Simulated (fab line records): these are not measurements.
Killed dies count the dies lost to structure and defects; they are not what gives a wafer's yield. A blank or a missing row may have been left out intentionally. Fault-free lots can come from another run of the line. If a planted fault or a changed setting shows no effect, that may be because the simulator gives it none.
Chamber matching ; flow nand-harc ; NHARC_A_BONDPAD_ETCH_24 on rie-diel-03: 4 sister chambers
The step etches the open film in CF4/N2, target depth 30 nm, time 72.99 s. 16 wafers are shown with their chamber, then 8 later ones without.

== WAFERS WITH THEIR CHAMBER ==
wafer;chamber;drypump-motor-current-A (A);rf-vpp-V (V);oes-product-au (a.u.)
L814.2;0;6.2;311.4;0.978
L814.5;1;5.3;310.7;1.001
L814.6;2;5.0;310.9;1.002
L816.3;3;5.7;313.2;1.001
L816.4;0;6.2;311.8;0.986
L816.6;1;5.3;312.5;1.012
L815.1;0;6.2;312.4;0.991
L815.3;1;5.2;310.5;1.003
L815.5;0;6.2;310.7;0.997
L818.2;1;5.3;312.0;0.993
L818.4;2;5.1;311.3;0.997
L818.6;1;5.3;311.2;1.002
L819.2;3;5.8;313.0;1.015
L819.3;2;5.0;310.0;1.005
L819.5;0;6.2;311.4;0.997
L821.3;1;5.2;310.6;0.992

SIGNATURES (means of the wafers above)
reading;chamber 0;chamber 1;chamber 2;chamber 3;scatter within a chamber
drypump-motor-current-A;6.200;5.267;5.033;5.750;0.0456
rf-vpp-V;311.540;311.250;310.733;313.100;0.7
oes-product-au;0.98980;1.00050;1.00133;1.00800;0.00741
Rule: distance of a wafer from a chamber = root of the sum over the readings of ((wafer's reading minus chamber's mean) / reading's scatter) squared. The wafer belongs to the nearest chamber; if the next one is less than 2 further off, it can't be placed. The scatter: the root of (the sum of the squares of (reading less its chamber's mean) over the shown wafers, divided by (wafers less chambers)).

== WAFERS WITH NO CHAMBER GIVEN ==
wafer;drypump-motor-current-A (A);rf-vpp-V (V);oes-product-au (a.u.)
L821.6;5.3;312.4;1.003
L825.3;5.7;312.0;1.018
L830.2;5.0;312.1;0.995
L830.3;5.2;312.1;0.997
L830.6;5.0;311.2;1.004
L831.1;6.2;310.7;0.987
L831.2;5.2;310.6;1.006
L831.6;6.2;313.3;0.994

== WHICH CHAMBER EACH ONE RAN IN ==
wafer;from the rows above;in truth
L821.6;1;1
L825.3;3;3
L830.2;2;2
L830.3;1;1
L830.6;2;2
L831.1;0;0
L831.2;can't be placed: 1 or 2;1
L831.6;0;0
Correctly placed: 7 of 8. These rows do not allow placing 1 (true chamber among the candidates in 1). Number placed wrongly: 0.
